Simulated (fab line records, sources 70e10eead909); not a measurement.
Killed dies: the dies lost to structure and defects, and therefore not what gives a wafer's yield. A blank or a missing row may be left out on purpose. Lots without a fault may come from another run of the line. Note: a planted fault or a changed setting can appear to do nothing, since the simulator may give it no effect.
Matching of chambers | flow nand harc | NHARC_A_CHANNEL_HOLE_D1_ETCH_44 on rie diel-10: 4 sister chambers
The step etches the open film in CF4/O2, target depth 140 nm, overetch 14 nm, time 77 s. 4 wafers are shown with their chamber, then 11 later ones without.

WAFERS PAIRED WITH THEIR CHAMBERS
wafer  | chamber | drypump motor current A (A)
L087.3 | 3       | 5.5
L089.5 | 2       | 5.3
L090.6 | 0       | 5.5
L092.1 | 1       | 5.1

WAFERS MISSING THEIR CHAMBER
wafer  | drypump motor current A (A)
L092.3 | 5.4
L092.5 | 5.2
L092.2 | 5.3
L092.4 | 5.5
L092.6 | 5.5
L093.1 | 5.3
L093.2 | 5.1
L093.3 | 5.5
L094.3 | 5.5
L094.4 | 5.5
L094.6 | 5.3

CHAMBER TAKEN BY EACH
wafer  | from the rows above          | in truth
L092.3 | can't be placed: 0 or 3 or 2 | 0
L092.5 | can't be placed: 2 or 1      | 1
L092.2 | 2                            | 2
L092.4 | can't be placed: 0 or 3      | 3
L092.6 | can't be placed: 0 or 3      | 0
L093.1 | 2                            | 2
L093.2 | 1                            | 1
L093.3 | can't be placed: 0 or 3      | 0
L094.3 | can't be placed: 0 or 3      | 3
L094.4 | can't be placed: 0 or 3      | 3
L094.6 | 2                            | 2
Placed correctly: 4 of 11. Can't be placed from these rows: 7 (the true chamber is among the candidates in 7). Wrongly placed: 0.
How it was worked out, from the rows above alone: a wafer's distance from a chamber is the root of the sum, over the readings, of the square of ((its reading less the chamber's mean) divided by the reading's scatter). If the next closest chamber is less than 2 further off than the closest, the wafer can't be placed; otherwise it belongs to the closest. A chamber's mean is the mean of its shown wafers. The scatter (one wafer shown for each chamber): square how far every hidden wafer sits from the nearest shown wafer, average those squares and take the square root.
